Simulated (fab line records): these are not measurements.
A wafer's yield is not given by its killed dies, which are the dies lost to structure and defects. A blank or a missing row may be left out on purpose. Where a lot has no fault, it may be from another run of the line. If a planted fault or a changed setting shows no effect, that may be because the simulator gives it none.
Lot-split experiment ; flow n5_finfet ; route with 1938 steps; 7 lots, 21 wafers read

== ON THE SPLIT ==
At N5_BEOL_M12_ILD_DEP_00 (deposits SiOC from DEMS/O2, target thk 658.92 nm, time 130.7 s), the setting time_s was moved away from the recipe's 130.7 s on 4 of the 21 wafers read, by -13.6% to +12.2%. For the rest of the wafers, this setting stayed at what the recipe calls for.

Split to reading: the file shows no intervening step.

== THE READING ==
M12_ILD_THK at N5_BEOL_M12_THK_MEAS_01, in nm. Fault-free wafers of this fab line usually give 658 nm, standard deviation 8.4 nm.

wafer;tool, chamber at the split;time_s as run, s;against the recipe;M12_ILD_THK, nm;against lot-mates on the recipe
L074.1;pecvd-04, 2;130.7;recipe;656;-
L074.2;pecvd-04, 0;130.7;recipe;647;-
L074.6;pecvd-04, 0;146.6;+12.2%;744;+92
L076.1;pecvd-03, 2;130.7;recipe;657;-
L076.3;pecvd-03, 1;130.7;recipe;658;-
L076.6;pecvd-03, 0;130.7;recipe;667;-
L079.2;pecvd-03, 1;112.9;-13.6%;569;-99
L079.4;pecvd-03, 0;130.7;recipe;672;-
L079.6;pecvd-03, 1;130.7;recipe;664;-
L081.3;pecvd-01, 1;130.7;recipe;654;-
L081.4;pecvd-01, 0;130.7;recipe;670;-
L081.6;pecvd-01, 2;130.7;recipe;677;-
L095.1;pecvd-01, 1;130.7;recipe;649;-
L095.4;pecvd-01, 2;144.5;+10.6%;732;+74
L095.5;pecvd-01, 1;130.7;recipe;668;-
L097.1;pecvd-01, 2;130.7;recipe;661;-
L097.2;pecvd-01, 1;141.5;+8.3%;713;+44
L097.5;pecvd-01, 2;130.7;recipe;676;-
L094.1;pecvd-01, 1;130.7;recipe;653;-
L094.3;pecvd-01, 0;130.7;recipe;660;-
L094.6;pecvd-01, 1;130.7;recipe;662;-

FIT RESULTS
A straight line over all 21 wafers: M12_ILD_THK changes by +6.69 nm for each +1% of time_s; r = +0.97; the points scatter about the line by 8.2 nm.
The same after taking each lot's own level away (the mean of its wafers on the recipe; 21 wafers): +7.07 nm for each +1%; r = +0.98; scatter 7.2 nm.
The reading moves by 96 nm for the largest change in time_s, on that fit.
Measured against the standard deviation above, the lots' own levels, which go from 651.5 to 668.5 nm, span 2.0 times it.
The two slopes agree, so the slope changes little with the lot-to-lot level.
Check: for one of the wafers moved furthest among these (-13.6%), held out of the fit, the line's prediction against its lot-mates is -94.8 nm. It came out at -99 nm against them.

== FURTHER SPLITS ON THESE WAFERS ==
These wafers also went through other splits before the reading. Each is held against what the fit with the lots' levels taken away leaves over:
other split on the same wafers;wafers away from the commonest value;r with M12_ILD_THK (lot level and that fit taken away)
N5_BEOL_M9_TRENCH_ETCH_37 bias_w;7;-0.19
N5_BEOL_M10_COAT_64 spin_rpm;7;-0.24
N5_BEOL_M10_EXPOSE_25 dose_mj;6;-0.25
N5_BEOL_M11_ILD_DEP_00 time_s;6;+0.04

== THE WHOLE CHAIN: every reading that the file lists as answering this split, in the file's order ==
step;what it does;reading;change (the file's fit);r (the file's)
N5_BEOL_M12_ILD_DEP_00;deposits SiOC from DEMS/O2, target thk 658.92 nm, time 130.7 s;SiOC_of_BEOL_M12_ILD_DEP_00.thk_nm (the simulator's own value, which no gauge read);+7.05 nm for each +1% of the setting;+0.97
N5_BEOL_M12_THK_MEAS_01;;M12_ILD_THK;+7.05 for each +1% of the setting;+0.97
N5_BEOL_M12_VIA_ETCH_16;etches SiOC in C4F8/O2/Ar, target depth 724.8 nm;etch.depth_nm (the simulator's own value, which no gauge read);+7.05 nm for each +1% of the setting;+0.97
N5_BEOL_M12_STRIP_71;strips in post etch residue remover, time 60 s;SiOC_of_BEOL_M12_ILD_DEP_00.thk_nm (the simulator's own value, which no gauge read);+7.06 nm for each +1% of the setting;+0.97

== FILE'S OWN FIT ==
M12_ILD_THK changes by +7.05 nm for each +1% of time_s, r = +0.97.
